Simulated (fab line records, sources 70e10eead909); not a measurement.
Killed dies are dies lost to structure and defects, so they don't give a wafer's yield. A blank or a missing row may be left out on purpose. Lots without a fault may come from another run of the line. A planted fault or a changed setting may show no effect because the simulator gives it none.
Which tool did it? | flow nand_harc | 12 lots, 36 wafers sampled, at 6 steps of a route of 1159

WHAT THE GAUGES READ, wafer by wafer
NHARC_A_SOURCE_PLATE_INSPECT_08.
lot  | measured     | on                | raw_defect_count
L790 | day 7 16:55  | defect_inspect-02 | 70 43 46
L789 | day 8 00:58  | defect_inspect-02 | 44 59 58
L791 | day 8 01:01  | defect_inspect-02 | 43 79 57
L804 | day 10 18:10 | defect_inspect-02 | 98 83 58
L800 | day 10 18:10 | defect_inspect-01 | 41 81 74
L802 | day 11 02:32 | defect_inspect-01 | 75 55 67
L806 | day 11 19:31 | defect_inspect-02 | 58 83 49
L807 | day 12 06:05 | defect_inspect-01 | 41 43 44
L809 | day 12 06:04 | defect_inspect-01 | 49 32 82
L808 | day 12 06:04 | defect_inspect-02 | 81 59 69
L811 | day 12 15:56 | defect_inspect-01 | 54 50 63
L812 | day 13 13:14 | defect_inspect-02 | 47 51 51

NHARC_A_ONON_D1_THK_MEAS_18: measures by ellipsometry.
lot  | measured     | on            | thk_nm (nm)
L790 | day 8 03:03  | film_metro-01 | 1009 1009 1009
L789 | day 8 11:41  | film_metro-01 | 986 986 985
L791 | day 8 11:46  | film_metro-01 | 1021 1021 1021
L804 | day 11 05:11 | film_metro-01 | 1009 1009 1010
L800 | day 11 05:04 | film_metro-02 | 1006 1006 1007
L802 | day 11 12:38 | film_metro-01 | 989 989 990
L806 | day 12 08:08 | film_metro-02 | 1001 1001 1001
L807 | day 12 16:31 | film_metro-02 | 994 993 994
L809 | day 12 16:31 | film_metro-01 | 1018 1020 1021
L808 | day 12 16:52 | film_metro-02 | 1006 1006 1007
L811 | day 13 02:09 | film_metro-02 | 1001 999 999
L812 | day 14 02:11 | film_metro-02 | 981 980 981

NHARC_A_ONON_D1_THK_MEAS_21: measures by ellipsometry.
lot  | measured     | on            | thk_nm (nm)
L790 | day 8 03:37  | film_metro-01 | 1016 1015 1016
L789 | day 8 12:14  | film_metro-02 | 1003 1003 1004
L791 | day 8 12:28  | film_metro-01 | 990 992 991
L804 | day 11 05:46 | film_metro-02 | 1003 1005 1002
L800 | day 11 05:37 | film_metro-01 | 751 750 753
L802 | day 11 13:12 | film_metro-01 | 762 760 765
L806 | day 12 08:42 | film_metro-01 | 997 995 995
L807 | day 12 17:04 | film_metro-01 | 987 986 987
L809 | day 12 17:13 | film_metro-02 | 1012 1012 1013
L808 | day 12 17:33 | film_metro-02 | 987 986 986
L811 | day 13 02:43 | film_metro-01 | 995 994 995
L812 | day 14 02:46 | film_metro-02 | 999 998 998

NHARC_END_SORT_01.
lot  | measured     | on        | killed_at_array | killed_at_other | killed_at_periphery | killed_dies | killed_open | killed_short
L800 | day 22 13:23 | prober-02 | 676 675 677     | 0 0 0           | 1 2 0               | 677 677 677 | 0 3 3       | 6 1 1
L802 | day 22 14:59 | prober-01 | 674 676 675     | 1 0 2           | 2 1 0               | 677 677 677 | 3 3 1       | 1 2 0

WHICH TOOL RAN EACH LOT (tool, then ch and the chambers of the sampled wafers, then the start)
lot  | NHARC_A_ZERO_WELL_ETCH_13        | NHARC_A_ONON_D1_DEP_19
L790 | rie_si-04 ch 0,1,2, day 6 19:36  | pecvd_onon-02 ch 0, day 8 03:14
L789 | rie_si-03 ch 0,2,3, day 7 01:14  | pecvd_onon-01 ch 0, day 8 11:51
L791 | rie_si-06 ch 0,1, day 7 06:22    | pecvd_onon-03 ch 0, day 8 11:57
L804 | rie_si-03 ch 0,1,3, day 9 21:05  | pecvd_onon-02 ch 0, day 11 05:19
L800 | rie_si-03 ch 0,1,2, day 9 23:42  | pecvd_onon-03 ch 0, day 11 05:07
L802 | rie_si-04 ch 1,2,3, day 10 05:02 | pecvd_onon-03 ch 0, day 11 12:48
L806 | rie_si-03 ch 0,1,2, day 10 18:17 | pecvd_onon-01 ch 0, day 12 08:14
L807 | rie_si-03 ch 1,2,3, day 11 04:40 | pecvd_onon-01 ch 0, day 12 16:44
L809 | rie_si-06 ch 0,2,3, day 11 04:48 | pecvd_onon-02 ch 0, day 12 16:41
L808 | rie_si-04 ch 1,2,3, day 11 06:20 | pecvd_onon-02 ch 0, day 12 17:10
L811 | rie_si-04 ch 0,2,3, day 11 18:52 | pecvd_onon-02 ch 0, day 13 02:16
L812 | rie_si-03 ch 0,3, day 12 11:14   | pecvd_onon-02 ch 0, day 14 02:19
- NHARC_A_ZERO_WELL_ETCH_13: etches the open film in HBr/Cl2, target depth 120 nm, time 40.1 s.
- NHARC_A_ONON_D1_DEP_19: target thk 1000 nm.

WHAT THE TOOLS THEMSELVES READ (means of the sampled wafers that have a number; where no wafer has one, the mark that the record gives instead)
NHARC_A_ZERO_WELL_ETCH_13.
lot  | tool      | drypump_motor_current_A (A) | hbr_flow_sccm (sccm) | he_backside_leak_sccm (sccm) | oes_product_au (a.u.) | throttle_valve_pct (%)
L790 | rie_si-04 | 5.9                         | 150.0                | 2.5                          | 0.990                 | 26.409
L789 | rie_si-03 | 5.4                         | 150.1                | 2.8                          | 0.992                 | 26.398
L791 | rie_si-06 | 6.2                         | 150.2                | 2.7                          | 1.008                 | 26.404
L804 | rie_si-03 | 5.5                         | 150.2                | 2.7                          | 0.996                 | 26.408
L800 | rie_si-03 | 5.3                         | 149.6                | 2.8                          | 0.990                 | 26.401
L802 | rie_si-04 | 5.8                         | 150.2                | 2.6                          | 1.004                 | 26.413
L806 | rie_si-03 | 5.3                         | 149.9                | 2.8                          | 1.002                 | 26.418
L807 | rie_si-03 | 5.7                         | 149.8                | 2.9                          | 0.996                 | 26.402
L809 | rie_si-06 | 6.2                         | 149.9                | 2.6                          | 1.000                 | 26.410
L808 | rie_si-04 | 5.8                         | 150.2                | 2.4                          | 1.007                 | 26.412
L811 | rie_si-04 | 5.7                         | 149.9                | 3.3                          | 0.996                 | 26.405
L812 | rie_si-03 | 5.6                         | 150.0                | 2.9                          | 0.996                 | 26.404

NHARC_A_ONON_D1_DEP_19.
lot  | tool          | n2o_flow_sccm (sccm)
L790 | pecvd_onon-02 | 2003
L789 | pecvd_onon-01 | 2004
L791 | pecvd_onon-03 | 1999
L804 | pecvd_onon-02 | 2010
L800 | pecvd_onon-03 | 1999
L802 | pecvd_onon-03 | 2002
L806 | pecvd_onon-01 | 2005
L807 | pecvd_onon-01 | 1993
L809 | pecvd_onon-02 | 1995
L808 | pecvd_onon-02 | 2001
L811 | pecvd_onon-02 | 2003
L812 | pecvd_onon-02 | 1999

THE ANSWER, worked out from the rows above alone
Rule: what is usual is taken from the lots themselves. Put in order of their means at a reading, lots are off if they are a third of the lots or fewer, leave a main group of 4 or more, and stand apart from it by a gap of 3 or more times the standard deviation of the main group's means; of several such gaps the widest counts. A main group whose means are all the same, to the digits that the tables above print for the reading, isn't used. A lot without any number at a reading at which 4 lots or more have one is off too. The other lots that the step has rows for count as sound. The gauges are gone through in route order, then the tools' own readings, and for those a lot's mean is taken as printed above. The first step at which some lot is off is used, and at that step the reading that is off furthest; a lot without a number counts as furthest.
Off: L800, L802, at NHARC_A_ONON_D1_THK_MEAS_21 (thk_nm). The main group: mean 999 nm, standard deviation 9.5.
A tool fits if, at a process step before that reading, it ran every lot that is off, and no sound lot after the first of them. The gauges at NHARC_A_ONON_D1_THK_MEAS_21 are tried like those tools. One fits: pecvd_onon-03 at NHARC_A_ONON_D1_DEP_19. Its last sound lot is L791 (day 8 11:57), its first lot that is off L800 (day 11 05:07): a fault that began between those two fits.

WHAT THE SIMULATOR HAD PUT IN
Process parameter drift: pecvd_onon-03, from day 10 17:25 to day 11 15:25, at NHARC_A_ONON_D1_DEP_19. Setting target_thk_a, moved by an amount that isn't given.
Lots struck among those shown: L800, L802. The rule above found the same.
